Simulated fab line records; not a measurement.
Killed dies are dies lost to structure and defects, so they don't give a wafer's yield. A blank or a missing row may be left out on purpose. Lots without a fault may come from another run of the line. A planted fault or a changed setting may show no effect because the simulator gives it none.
Chamber matching -- flow nand-harc -- ald-metal-03 running NHARC_A_WL_FILL_ALD_02: 4 sister chambers
The step deposits TiN, target thk 2 nm, pulse time 3 s, ald cycles 100. 4 wafers are shown with their chamber, then 11 later ones without.

== WAFERS PAIRED WITH THEIR CHAMBERS ==
wafer,chamber,heater-power-w (W)
L087.2,2,1237
L087.3,3,1256
L087.5,0,1676
L088.1,1,1022

== WAFERS WITH NO CHAMBER GIVEN ==
wafer,heater-power-w (W)
L088.3,1279
L088.4,1242
L094.3,1246
L094.4,1004
L094.5,1637
L095.2,1047
L095.4,1332
L095.6,1677
L097.1,1297
L097.4,1288
L097.5,1273

== WHICH CHAMBER EACH ONE RAN IN ==
wafer,from the rows above,in truth
L088.3,can't be placed: 3 or 2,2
L088.4,can't be placed: 2 or 3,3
L094.3,can't be placed: 2 or 3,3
L094.4,1,1
L094.5,0,0
L095.2,1,1
L095.4,can't be placed: 3 or 2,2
L095.6,0,0
L097.1,can't be placed: 3 or 2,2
L097.4,can't be placed: 3 or 2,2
L097.5,can't be placed: 3 or 2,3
4 of 11 placed correctly. Not placeable from these rows: 7 (in 7, the candidates include the true chamber). Placed wrongly: 0.
How it was worked out, from the rows above alone: a wafer's distance from a chamber is the root of the sum, over the readings, of the square of ((its reading less the chamber's mean) divided by the reading's scatter). If the next closest chamber is less than 2 further off than the closest, the wafer can't be placed; otherwise it belongs to the closest. For every chamber, the mean is computed from those of its wafers that are shown. The scatter: root of mean squared gap, hidden wafer to nearest shown wafer, with one shown wafer a chamber.
